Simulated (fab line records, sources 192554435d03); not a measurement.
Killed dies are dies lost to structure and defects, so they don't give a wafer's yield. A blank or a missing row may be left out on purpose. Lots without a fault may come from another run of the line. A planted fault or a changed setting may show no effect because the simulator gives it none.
fab line records | flow n5_finfet
record lots=5 wafers=15 last_day=17
route steps=1938 shown BEOL_M4@1099 BEOL_M5@1112 BEOL_M9@1401 PASSIVATION@1936
lots that met no fault: from a run of the same line without faults
start_h: hours from the record's first day to the start of the lot's first wafer shown | wait_h: hours since the lot's step before | " the same as in the row above | L1.1+2: a row that stands for several wafers | - no value, or no start given | * or withheld: withheld | < > ~ a bound
route shown NAME@n: a module of which the file shows steps, and the number in the route of the first | usual: mean/standard deviation of fault-free wafers | same: alike in all rows | chamber/n: place in a boat | sites: the reading at each site | _std_site: their standard deviation | _edge_site: outer sites' mean less inner sites' | radius_mm: how far each site lies from the wafer's centre | mask NAME#n: copy n | behind: the tool/chamber that last shaped the wafer | hold: why the lot was held/for how many hours/how that ended | device: the transistor (n, p or np) that didn't switch | end of line: the same wafers' tests at the end of the route | a step without rows: its recipe alone | killed: dies lost to structure and defects at the first sort, not the wafer's yield | map: a wafer's dies, x killed, . not, _ none there
set.NAME: the setting as run; set.NAME@STEP: as run at that earlier step | model.NAME: the simulator's own value behind a step, which no gauge read
lots at some steps of the route; a table a step, a row a wafer
services: from which hour (start_h, from the record's first day; less than 0 if before it) a tool's chamber was out of use, for how many hours, and why
## steps
# step N5_BEOL_M4_ANNEAL_95
# recipe temp_c=400 time_s=240 ambient=vacuum
# step N5_BEOL_M4_SPUTTER_96
# recipe material=Cu target_thk_a=45 temp_c=-20 chamber_pressure_pa=0.07 power_w=withheld time_s=8.29
# step N5_BEOL_M4_ECD_50
# recipe material=Cu target_thk_a=3000
# step N5_BEOL_M4_ANNEAL_51
# recipe temp_c=225 time_s=90 ambient=N2
# step N5_BEOL_M4_CMP_52
# recipe stop_on=SiOC t_overpolish_s=6.8 down_force_psi=1 platen_rpm=50 clearing_platen_down_force_psi=1.5 clearing_platen_rpm=50 post_cmp_clean=cu_alkaline target_thk_nm=40 clearing_platen_pad_velocity_m_s=0.99484 pad_velocity_m_s=0.99484
# step N5_BEOL_M4_PRE_CLEAN_60
# recipe gas=NH3/H2 time_s=15 temp_c=* rf_power_w=300
# step N5_BEOL_M4_CO_CAP_55
# recipe material=Co target_thk_a=20 temp_c=200 precursor=CCTBA/H2 pressure_torr=30 time_s=102.1
# step N5_BEOL_M4_PRE_CLEAN_56
# recipe gas=NH3 time_s=15 temp_c=withheld rf_power_w=300
# step N5_BEOL_M4_DEP_57
# recipe material=SiCN target_thk_a=80 temp_c=withheld precursor=3MS/NH3 pressure_torr=3 rf_w=202 time_s=14
# step N5_BEOL_M4_RC_MEAS_101
# usual DIBL_N=36.0/1.7 DIBL_P=36.0/2 IOFF_N=0.156/0.028 IOFF_P=0.21/0.04 ION_N=673/12 ION_P=463/8.3 SS_N=71.4/0.6 SS_P=73.3/0.66 VT_N=250/3 VT_P=-250/3.8
# columns lot.wafer tool chamber start_h wait_h DIBL_N[mV/V] DIBL_P[mV/V] IOFF_N[nA/um] IOFF_P[nA/um] ION_N[uA/um] ION_P[uA/um] SS_N[mV/dec] SS_P[mV/dec] VT_N[mV] VT_P[mV]
L554.1 prober-01 0 173.37 0.0 36.9 36.3 0.148 0.22 661 457 72.5 72.9 253 -252
L554.3 " 0 " " 37.2 36.3 0.176 0.23 684 467 71.7 73.3 247 -249
L554.4 " 0 " " 36.2 36.1 0.156 0.22 675 467 71.7 72.9 249 -248
L556.1 prober-02 0 179.40 0.3 35.9 35.2 0.134 0.17 681 460 71.6 73.2 256 -254
L556.3 " 0 " " 35.1 34.5 0.127 0.17 660 450 71.4 72.9 254 -255
L556.4 " 0 " " 37.7 37.4 0.168 0.19 671 462 71.4 73.2 253 -254
L561.1 prober-02 0 207.88 0.0 37.3 35.2 0.166 0.20 661 455 72.5 73.8 252 -251
L561.3 " 0 " " 36.4 35.3 0.167 0.21 680 473 71.4 74.1 249 -250
L561.5 " 0 " " 36.3 35.7 0.160 0.22 676 468 70.8 74.0 251 -248
L565.3 prober-02 0 239.08 0.3 34.1 34.7 0.139 0.23 678 474 70.7 73.0 250 -246
L565.4 " 0 " " 34.8 35.9 0.168 0.25 685 480 71.6 73.5 245 -245
L565.6 " 0 " " 36.1 37.3 0.177 0.29 666 469 71.5 73.5 246 -244
L573.2 prober-01 0 300.94 0.2 33.8 32.6 0.125 0.16 667 461 70.6 73.0 252 -252
L573.3 " 0 " " 35.0 33.8 0.134 0.17 661 449 71.3 74.0 253 -253
L573.5 " 0 " " 33.8 31.9 0.133 0.15 670 455 70.6 72.8 251 -254
# step N5_BEOL_M5_ILD_DEP_00
# recipe material=SiCOH_lowk target_thk_a=1406.4 temp_c=300 precursor=DEMS/porogen pressure_torr=5 rf_w=500 time_s=25.9
# step N5_BEOL_M5_CURE_79
# recipe temp_c=385 time_s=240 ambient=He/Ar material=SiCOH_lowk
# step N5_BEOL_M5_PECVD_70
# recipe material=SiO2 target_thk_a=160 temp_c=400 precursor=TEOS/O2 pressure_torr=5.5 rf_w=450 teos_flow_sccm=53.8 gas=O2 flow_sccm=3000 time_s=18
# step N5_BEOL_M5_HM_DEP_02
# recipe material=TiN target_thk_a=200 temp_c=25 chamber_pressure_pa=0.49996
# step N5_BEOL_M5_COAT_59
# recipe resist=SOC temp_c=250 time_s=60 spin_rpm=1500 resist_thk_nm=60
# step N5_BEOL_M5_COAT_60
# recipe resist=SiARC temp_c=220 time_s=60 spin_rpm=1500 resist_thk_nm=12
# step N5_BEOL_M5_COAT_71
# recipe resist=underlayer temp_c=205 time_s=60 spin_rpm=1500 resist_thk_nm=5
# step N5_BEOL_M5_COAT_05
# recipe resist=CAR-EUV spin_rpm=1500 resist_thk_nm=30
# step N5_BEOL_M5_EBR_07
# recipe solvent=PGMEA ebr_width_mm=1.5
# step N5_BEOL_M5_SOFTBAKE_06
# recipe temp_c=110 time_s=60 resist=CAR-EUV
# step N5_BEOL_M5_EXPOSE_08
# recipe mask_id=M5 na=0.33 source_shape=annular sigma_inner=0.4 sigma_outer=0.8 polarization=unpolarized target_cd_nm=28 dose_mj=35.75
# step N5_BEOL_M5_PEB_09
# recipe peb_temp_c=100 peb_time_s=60 resist=CAR-EUV
# step N5_BEOL_M5_DEVELOP_10
# recipe develop_time_s=30 developer=TMAH resist=CAR-EUV rinse_liquid=surfactant_rinse dry=air_spin dev_temp_c=23
# step N5_BEOL_M5_DESCUM_16
# recipe chemistry=O2 time_s=7 source_power_w=50 bias_power_w=20 pressure_mtorr=20 rf_frequency_hz=2.712e+07 temp_c=40 resist=CAR-EUV o2_flow_sccm=225
# step N5_BEOL_M5_ETCH_72
# recipe chemistry=N2/H2 target=underlayer target_depth_a=65 mask_material=CAR-EUV time_s=5.2 ion_energy_ev=200 pressure_mtorr=30 source_w=840 bias_w=150 n2_flow_sccm=200 h2_flow_sccm=200 ends=cleared
# step N5_BEOL_M5_ETCH_61
# recipe chemistry=CF4 target=SiARC target_depth_a=156 mask_material=CAR-EUV time_s=26 ion_energy_ev=80 pressure_mtorr=40 source_w=545 bias_w=36 Ar_flow_sccm=100 cf4_flow_sccm=100 ends=cleared
# step N5_BEOL_M5_ETCH_62
# recipe chemistry=N2/H2 target=SOC target_depth_a=750 overetch_a=150 mask_material=SiARC temp_c=40 time_s=112.5 ion_energy_ev=200 pressure_mtorr=30 source_w=840 bias_w=150 n2_flow_sccm=200 h2_flow_sccm=200
# step N5_BEOL_M5_STRIP_63
# recipe chemistry=N2/H2 temp_c=40 n2_flow_sccm=200 h2_flow_sccm=200 rf_frequency_hz=6e+07
# step N5_BEOL_M5_STRIP_73
# recipe chemistry=N2/H2 temp_c=40 n2_flow_sccm=200 h2_flow_sccm=200 rf_frequency_hz=6e+07
# step N5_BEOL_M5_STRIP_64
# recipe chemistry=CF4 resist=SiARC power_w=300 bias_power_w=75 pressure_mtorr=50 cf4_flow_sccm=150 rf_frequency_hz=6e+07
# step N5_BEOL_M5_HM_OPEN_17
# recipe chemistry=Cl2/BCl3 target_depth_a=200 overetch_a=60 target=TiN mask_material=SOC ion_energy_ev=150 pressure_mtorr=10 icp_w=1000 bias_w=126 Cl2_flow_sccm=53.25 bcl3_flow_sccm=21.75 Ar_flow_sccm=25
# step N5_BEOL_M5_STRIP_19
# recipe chemistry=O2 power_w=400 temp_c=40 pressure_mtorr=30 rf_frequency_hz=6e+07 bias_power_w=0 overash_fraction=0.2 o2_flow_sccm=225
# step N5_BEOL_M5_COAT_65
# recipe resist=SOC temp_c=250 time_s=60 spin_rpm=1500 resist_thk_nm=60
# step N5_BEOL_M5_COAT_66
# recipe resist=SiARC temp_c=220 time_s=60 spin_rpm=1500 resist_thk_nm=12
# step N5_BEOL_M9_ILD_DEP_00
# recipe material=SiCOH_lowk target_thk_a=3085.1 temp_c=300 precursor=DEMS/porogen pressure_torr=5 rf_w=500 time_s=58
# usual heater_power_w=284/40 showerhead_plenum_p_Torr=5.733/0.019 throttle_valve_pct=13.5/0.67
# columns lot.wafer tool chamber start_h wait_h heater_power_w showerhead_plenum_p_Torr throttle_valve_pct
L554.1 pecvd-02 1 209.98 0.0 281 5.745 14.3
L554.3 " 0 " " 326 5.765 13.5
L554.4 " 1 " " 299 5.745 14.4
L556.1 pecvd-04 0 212.55 0.0 249 5.757 14.0
L556.3 " 1 " " 255 5.744 13.6
L556.4 " 1 " " 255 5.732 13.6
L556.1 pecvd-04 0 212.81 0.2 249 5.742 14.1
L556.3 " 1 " " 255 5.743 13.7
L556.4 " 1 " " 256 5.731 13.8
L561.1 pecvd-01 2 248.97 0.0 284 5.735 12.7
L561.3 " 1 " " 264 5.718 13.9
L561.5 " 1 " " 280 5.724 13.9
L561.1 pecvd-01 2 249.32 0.3 293 5.752 12.3
L561.3 " 1 " " 275 5.736 13.7
L561.5 " 1 " " 279 5.727 14.0
L565.3 pecvd-01 2 279.55 0.0 269 5.727 12.4
L565.4 " 0 " " 302 5.706 14.0
L565.6 " 1 " " 260 5.726 14.0
L565.3 pecvd-01 2 279.81 0.2 270 5.739 12.5
L565.4 " 0 " " 306 5.693 14.2
L565.6 " 1 " " 258 5.733 14.1
L573.2 pecvd-04 1 337.89 0.0 238 5.739 13.4
L573.3 " 2 " " 318 5.743 12.6
L573.5 " 0 " " 268 5.731 14.0
# step N5_BEOL_M9_CURE_71
# recipe temp_c=385 time_s=240 ambient=He/Ar material=SiCOH_lowk
# usual lamp_power_pct=52.32/0.054 wafer_temp_C_max=386.7/0.49
# columns lot.wafer tool chamber start_h wait_h lamp_power_pct wafer_temp_C_max model.SiCOH_lowk_of_BEOL_M9_ILD_DEP_00.thk_nm
L554.1 uv_cure-03 2 210.09 0.1 52.31 386.5 260.2
L554.3 " 2 " " 52.32 386.0 273.2
L554.4 " 2 " " 52.22 386.9 267
L556.1 uv_cure-03 0 212.89 0.0 52.25 386.8 547.2
L556.3 " 0 " " 52.19 386.5 541.4
L556.4 " 0 " " 52.33 386.6 552.6
L561.1 uv_cure-01 1 250.17 0.8 52.38 386.4 541.6
L561.3 " 1 " " 52.35 386.3 531
L561.5 " 1 " " 52.34 386.5 542
L565.3 uv_cure-01 2 280.20 0.4 52.37 386.8 536.8
L565.4 " 2 " " 52.37 386.7 545.4
L565.6 " 2 " " 52.35 387.8 538
L573.2 uv_cure-02 0 338.04 0.1 52.20 385.5 257.8
L573.3 " 0 " " 52.39 385.9 258.2
L573.5 " 0 " " 52.37 385.8 263.2
# step N5_BEOL_M9_THK_MEAS_01
# recipe reads=SiCOH_lowk_of_BEOL_M9_ILD_DEP_00
# usual M9_ILD_THK=267/3.9
# columns lot.wafer tool chamber start_h wait_h M9_ILD_THK[nm]
L554.1 film_metro-01 - 211.08 0.8 260
L554.3 " - " " 273
L554.4 " - " " 267
L556.1 film_metro-02 - 213.88 0.8 547
L556.3 " - " " 541
L556.4 " - " " 553
L561.1 film_metro-01 - 250.69 0.4 542
L561.3 " - " " 531
L561.5 " - " " 542
L565.3 film_metro-01 - 280.88 0.5 537
L565.4 " - " " 546
L565.6 " - " " 538
L573.2 film_metro-02 - 338.48 0.4 258
L573.3 " - " " 258
L573.5 " - " " 263
# step N5_BEOL_M9_CMP_52
# recipe stop_on=SiCOH_lowk t_overpolish_s=7 down_force_psi=1 platen_rpm=50 clearing_platen_down_force_psi=1.5 clearing_platen_rpm=50 post_cmp_clean=cu_alkaline target_thk_nm=140 clearing_platen_pad_velocity_m_s=0.99484 pad_velocity_m_s=0.99484
# usual barrier_field_endpoint_s=28.6/0.71 motor_current_A=5.9/0.56 overpolish_run_s=7.000/0.01 time_to_endpoint_s=65/3.1
# columns lot.wafer tool chamber start_h wait_h barrier_field_endpoint_s motor_current_A overpolish_run_s time_to_endpoint_s model.SiCOH_lowk_of_BEOL_M9_ILD_DEP_00.thk_nm
L554.4 cmp-03 3 216.19 0.1 28.9 5.4 7.014 69 264
L554.1 " 0 " " 29.5 5.8 6.991 69 257.2
L554.3 " 2 " " 29.0 6.3 7.003 70 270.2
L556.3 cmp-03 3 222.15 0.2 28.6 5.8 7.000 68 538.4
L556.1 " 1 " " 27.9 6.6 7.007 67 544.2
L556.4 " 2 " " 28.6 6.6 7.008 70 549.6
L561.1 cmp-02 3 258.61 0.3 27.8 5.2 7.008 66 538.6
L561.3 " 0 " " 27.5 4.7 7.004 64 528
L561.5 " 2 " " 27.6 5.8 6.993 63 539
L565.3 cmp-03 3 286.19 0.2 28.3 5.5 6.982 66 533.8
L565.4 " 1 " " 28.9 6.0 6.994 70 542.4
L565.6 " 3 " " 28.7 5.7 6.995 69 535
L573.3 cmp-01 0 350.37 0.3 28.8 5.9 6.995 67 255.2
L573.2 " 1 " " 29.0 7.3 7.011 66 254.8
L573.5 " 3 " " 29.6 5.9 7.005 71 260.2
# step N5_PASSIVATION_PROBE_49
# usual defect_limited_yield=91.6/1.6 killed_at_M0_to_M3=31/10 killed_at_M4_up=14/6.3 killed_at_contacts=12/6.1 killed_at_front_end=39/12 killed_at_other=3.7/2.8 killed_dies=100/19 killed_on_rim=13/4.2 killed_open=66/14 killed_short=33/8.1 sort_bin_5_function=5.0/1.1 sort_bin_6_memory=3.2/0.66 sort_n_pass=1080/18 sort_yield_pct=91.6/1.6
# same gross_dies=1180 killed_at_back_side=0 sort_bin_4_leakage[%]=0 sort_bin_8_speed[%]=0
# columns lot.wafer tool chamber start_h wait_h defect_limited_yield[%] killed_at_M0_to_M3 killed_at_M4_up killed_at_contacts killed_at_front_end killed_at_other killed_dies killed_on_rim killed_open killed_short sort_bin_5_function[%] sort_bin_6_memory[%] sort_n_pass sort_yield_pct[%]
L556.1 prober-02 - 280.45 0.0 0 22 1117 15 24 2 1180 152 51 23 98.0 1.9 0 0
L556.3 prober-02 - 280.55 0.1 0 21 1095 10 53 1 1180 152 72 26 95.5 4.2 0 0
L556.4 prober-02 - 280.60 0.2 0 21 1113 11 31 4 1180 152 52 33 96.5 3.3 0 0
L561.1 prober-01 - 314.20 0.0 0 29 1094 11 44 2 1180 152 67 32 96.4 3.5 0 0
L561.3 prober-01 - 314.30 0.1 0 49 1087 9 35 0 1180 152 71 39 96.5 3.3 0 0
L561.5 prober-01 - 314.40 0.2 0 28 1087 14 51 0 1180 152 73 30 95.3 3.9 0 0
L565.3 prober-02 - 339.11 0.1 0 36 1087 11 41 5 1180 152 64 41 97.0 2.6 0 0
L565.4 prober-02 - 339.16 0.2 0 33 1091 12 40 4 1180 152 53 44 95.8 3.6 0 0
L565.6 prober-02 - 339.26 0.3 0 27 1105 3 42 3 1180 152 57 36 95.8 3.8 0 0
# killed by level:class
L556.1 BEOL_M9:area_etch=1106 MOL_CONTACT_COAG:geometric_particle:open=13 BEOL_M4:geometric_particle:open=8 STI_FIN_REVEAL:geometric_particle:open=7 BEOL_M2:geometric_particle:open=7 BEOL_M0_SAQP:geometric_particle:short=6 BEOL_M0_SAQP:geometric_particle:open=6 STARTING-WAFER:geometric_particle:short=6
L556.3 BEOL_M9:area_etch=1082 STI_FIN_REVEAL:geometric_particle:open=29 MOL_CONTACT_COAG:geometric_particle:open=8 BEOL_M2:geometric_particle:open=8 STI_FIN_REVEAL:geometric_particle:short=7 BEOL_M0_SAQP:geometric_particle:open=5 STARTING-WAFER:geometric_particle:short=5 DUMMY_GATE:geometric_particle:open=4
L556.4 BEOL_M9:area_etch=1095 STI_FIN_REVEAL:geometric_particle:open=11 BEOL_M4:geometric_particle:open=9 GATE_CUT:geometric_particle:short=8 FIN_SAQP:geometric_particle:open=6 MOL_CONTACT_COAG:geometric_particle:open=6 MOL_CONTACT_COAG:geometric_particle:short=5 BEOL_M0_SAQP:geometric_particle:open=4
L561.1 BEOL_M9:area_etch=1081 FIN_SAQP:geometric_particle:open=10 BEOL_M0_SAQP:geometric_particle:open=8 STI_FIN_REVEAL:geometric_particle:open=7 BEOL_M0_SAQP:geometric_particle:short=7 FIN_SAQP:geometric_particle:short=6 MOL_CONTACT_COAG:geometric_particle:open=6 BEOL_M2:geometric_particle:open=6
L561.3 BEOL_M9:area_etch=1068 BEOL_M0_SAQP:geometric_particle:short=11 BEOL_M0_SAQP:geometric_particle:open=11 FIN_SAQP:geometric_particle:short=10 BEOL_M2:geometric_particle:open=9 BEOL_M4:geometric_particle:open=8 MOL_CONTACT_COAG:geometric_particle:open=7 BEOL_M1:geometric_particle:open=6
L561.5 BEOL_M9:area_etch=1076 FIN_SAQP:geometric_particle:open=16 MOL_CONTACT_COAG:geometric_particle:open=12 FIN_SAQP:geometric_particle:short=10 BEOL_M2:geometric_particle:open=10 BEOL_M0_SAQP:geometric_particle:open=8 GATE_CUT:geometric_particle:short=7 DUMMY_GATE:geometric_particle:open=4
L565.3 BEOL_M9:area_etch=1075 GATE_CUT:geometric_particle:short=10 FIN_SAQP:geometric_particle:short=9 BEOL_M0_SAQP:geometric_particle:short=8 MOL_CONTACT_COAG:geometric_particle:open=8 BEOL_M2:geometric_particle:open=7 BEOL_M1:geometric_particle:open=6 BEOL_M3:geometric_particle:open=5
L565.4 BEOL_M9:area_etch=1083 MOL_CONTACT_COAG:geometric_particle:open=10 GATE_CUT:geometric_particle:short=9 BEOL_M0_SAQP:geometric_particle:short=8 FIN_SAQP:geometric_particle:short=7 FIN_SAQP:geometric_particle:open=5 BEOL_M0:geometric_particle:short=5 BEOL_M2:geometric_particle:open=5
L565.6 BEOL_M9:area_etch=1087 GATE_CUT:geometric_particle:short=11 BEOL_M2:geometric_particle:open=10 FIN_SAQP:geometric_particle:short=8 BEOL_M4:geometric_particle:open=7 GATE_CUT:geometric_particle:open=6 BEOL_M0_SAQP:geometric_particle:open=5 DUMMY_GATE:geometric_particle:open=4
# map L556.1 (x killed, . not)
_________________xxxxxxxxxxxx________________
______________xxxxxxxxxxxxxxxxxx_____________
___________xxxxxxxxxxxxxxxxxxxxxxxx__________
__________xxxxxxxxxxxxxxxxxxxxxxxxxx_________
________xxxxxxxxxxxxxxxxxxxxxxxxxxxxxx_______
_______xxxxxxxxxxxxxxxxxxxxxxxxxxxxxxxx______
______xxxxxxxxxxxxxxxxxxxxxxxxxxxxxxxxxx_____
_____xxxxxxxxxxxxxxxxxxxxxxxxxxxxxxxxxxxx____
____xxxxxxxxxxxxxxxxxxxxxxxxxxxxxxxxxxxxxx___
___xxxxxxxxxxxxxxxxxxxxxxxxxxxxxxxxxxxxxxxx__
___xxxxxxxxxxxxxxxxxxxxxxxxxxxxxxxxxxxxxxxx__
__xxxxxxxxxxxxxxxxxxxxxxxxxxxxxxxxxxxxxxxxxx_
__xxxxxxxxxxxxxxxxxxxxxxxxxxxxxxxxxxxxxxxxxx_
_xxxxxxxxxxxxxxxxxxxxxxxxxxxxxxxxxxxxxxxxxxxx
_xxxxxxxxxxxxxxxxxxxxxxxxxxxxxxxxxxxxxxxxxxxx
_xxxxxxxxxxxxxxxxxxxxxxxxxxxxxxxxxxxxxxxxxxxx
_xxxxxxxxxxxxxxxxxxxxxxxxxxxxxxxxxxxxxxxxxxxx
_xxxxxxxxxxxxxxxxxxxxxxxxxxxxxxxxxxxxxxxxxxxx
_xxxxxxxxxxxxxxxxxxxxxxxxxxxxxxxxxxxxxxxxxxxx
_xxxxxxxxxxxxxxxxxxxxxxxxxxxxxxxxxxxxxxxxxxxx
_xxxxxxxxxxxxxxxxxxxxxxxxxxxxxxxxxxxxxxxxxxxx
__xxxxxxxxxxxxxxxxxxxxxxxxxxxxxxxxxxxxxxxxxx_
__xxxxxxxxxxxxxxxxxxxxxxxxxxxxxxxxxxxxxxxxxx_
___xxxxxxxxxxxxxxxxxxxxxxxxxxxxxxxxxxxxxxxx__
___xxxxxxxxxxxxxxxxxxxxxxxxxxxxxxxxxxxxxxxx__
____xxxxxxxxxxxxxxxxxxxxxxxxxxxxxxxxxxxxxx___
_____xxxxxxxxxxxxxxxxxxxxxxxxxxxxxxxxxxxx____
______xxxxxxxxxxxxxxxxxxxxxxxxxxxxxxxxxx_____
_______xxxxxxxxxxxxxxxxxxxxxxxxxxxxxxxx______
________xxxxxxxxxxxxxxxxxxxxxxxxxxxxxx_______
__________xxxxxxxxxxxxxxxxxxxxxxxxxx_________
___________xxxxxxxxxxxxxxxxxxxxxxxx__________
______________xxxxxxxxxxxxxxxxxx_____________
_________________xxxxxxxxxxxx________________
# map L561.1 (x killed, . not)
_________________xxxxxxxxxxxx________________
______________xxxxxxxxxxxxxxxxxx_____________
___________xxxxxxxxxxxxxxxxxxxxxxxx__________
__________xxxxxxxxxxxxxxxxxxxxxxxxxx_________
________xxxxxxxxxxxxxxxxxxxxxxxxxxxxxx_______
_______xxxxxxxxxxxxxxxxxxxxxxxxxxxxxxxx______
______xxxxxxxxxxxxxxxxxxxxxxxxxxxxxxxxxx_____
_____xxxxxxxxxxxxxxxxxxxxxxxxxxxxxxxxxxxx____
____xxxxxxxxxxxxxxxxxxxxxxxxxxxxxxxxxxxxxx___
___xxxxxxxxxxxxxxxxxxxxxxxxxxxxxxxxxxxxxxxx__
___xxxxxxxxxxxxxxxxxxxxxxxxxxxxxxxxxxxxxxxx__
__xxxxxxxxxxxxxxxxxxxxxxxxxxxxxxxxxxxxxxxxxx_
__xxxxxxxxxxxxxxxxxxxxxxxxxxxxxxxxxxxxxxxxxx_
_xxxxxxxxxxxxxxxxxxxxxxxxxxxxxxxxxxxxxxxxxxxx
_xxxxxxxxxxxxxxxxxxxxxxxxxxxxxxxxxxxxxxxxxxxx
_xxxxxxxxxxxxxxxxxxxxxxxxxxxxxxxxxxxxxxxxxxxx
_xxxxxxxxxxxxxxxxxxxxxxxxxxxxxxxxxxxxxxxxxxxx
_xxxxxxxxxxxxxxxxxxxxxxxxxxxxxxxxxxxxxxxxxxxx
_xxxxxxxxxxxxxxxxxxxxxxxxxxxxxxxxxxxxxxxxxxxx
_xxxxxxxxxxxxxxxxxxxxxxxxxxxxxxxxxxxxxxxxxxxx
_xxxxxxxxxxxxxxxxxxxxxxxxxxxxxxxxxxxxxxxxxxxx
__xxxxxxxxxxxxxxxxxxxxxxxxxxxxxxxxxxxxxxxxxx_
__xxxxxxxxxxxxxxxxxxxxxxxxxxxxxxxxxxxxxxxxxx_
___xxxxxxxxxxxxxxxxxxxxxxxxxxxxxxxxxxxxxxxx__
___xxxxxxxxxxxxxxxxxxxxxxxxxxxxxxxxxxxxxxxx__
____xxxxxxxxxxxxxxxxxxxxxxxxxxxxxxxxxxxxxx___
_____xxxxxxxxxxxxxxxxxxxxxxxxxxxxxxxxxxxx____
______xxxxxxxxxxxxxxxxxxxxxxxxxxxxxxxxxx_____
_______xxxxxxxxxxxxxxxxxxxxxxxxxxxxxxxx______
________xxxxxxxxxxxxxxxxxxxxxxxxxxxxxx_______
__________xxxxxxxxxxxxxxxxxxxxxxxxxx_________
___________xxxxxxxxxxxxxxxxxxxxxxxx__________
______________xxxxxxxxxxxxxxxxxx_____________
_________________xxxxxxxxxxxx________________
## services
# columns tool chamber start_h hours kind
pecvd-02 2 191.46 2.1 scheduled_down
pecvd-02 - 206.05 3.1 repair
pecvd-02 2 215.16 - clean
uv_cure-03 - 217.02 2.8 pm
pecvd-02 - 217.20 2.8 pm
cmp-03 - 219.00 2.2 repair
cmp-01 - 221.34 4.7 pm
uv_cure-03 - 225.74 0.6 repair
uv_cure-03 - 230.33 0.5 repair
pecvd-02 1 235.00 3.7 repair
cmp-02 - 240.06 4.0 pm
uv_cure-02 - 245.75 14.6 pm
uv_cure-02 - 260.35 7.5 pm
pecvd-04 1 265.09 6.4 repair
pecvd-04 0 266.24 2.1 scheduled_down
pecvd-01 1 298.30 2.1 scheduled_down
cmp-03 - 299.53 7.0 pm
pecvd-04 0 302.31 12.1 repair
cmp-01 - 303.82 4.0 pm
cmp-01 - 320.38 5.9 pm
uv_cure-03 - 324.78 24.9 pm
pecvd-01 2 347.36 12.4 repair
uv_cure-03 - 349.68 7.1 pm
cmp-02 - 350.29 3.3 repair
## key
first_sign step=N5_BEOL_M9_ILD_DEP_00 reading=visit direction=added
effect step=N5_BEOL_M9_THK_MEAS_01 reading=M9_ILD_THK direction=up sigmas=70 usual=267 struck=542
effect step=N5_PASSIVATION_PROBE_49 reading=killed_at_M4_up direction=up sigmas=99+ usual=14 struck=1097
model_effect step=N5_BEOL_M9_CURE_71 value=SiCOH_lowk_of_BEOL_M9_ILD_DEP_00.thk_nm without=266.2 struck=541.8
model_effect step=N5_BEOL_M9_CMP_52 value=SiCOH_lowk_of_BEOL_M9_ILD_DEP_00.thk_nm without=263.2 struck=538.8
more_kills_born_at N5_BEOL_M9_ETCH_41@rie_diel-05=6528 N5_BEOL_M9_ETCH_41@rie_diel-02=3225
met_at N5_BEOL_M9_ILD_DEP_00
struck_wafers L556.1,L556.3,L556.4,L561.1,L561.3,L561.5,L565.3,L565.4,L565.6
later_rows_left_out L556.1,L556.3,L556.4,L561.1,L561.3,L561.5,L565.3,L565.4,L565.6
fault kind=repeated_step_whole tool=pecvd-01,pecvd-02,pecvd-04 chamber=- onset_h=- steps=N5_BEOL_M9_ILD_DEP_00 times=1 scope=struck_lots_only
# later_rows_left_out: the simulator's readings of these wafers behind a module that went badly wrong aren't trusted and aren't shown, but for the sort
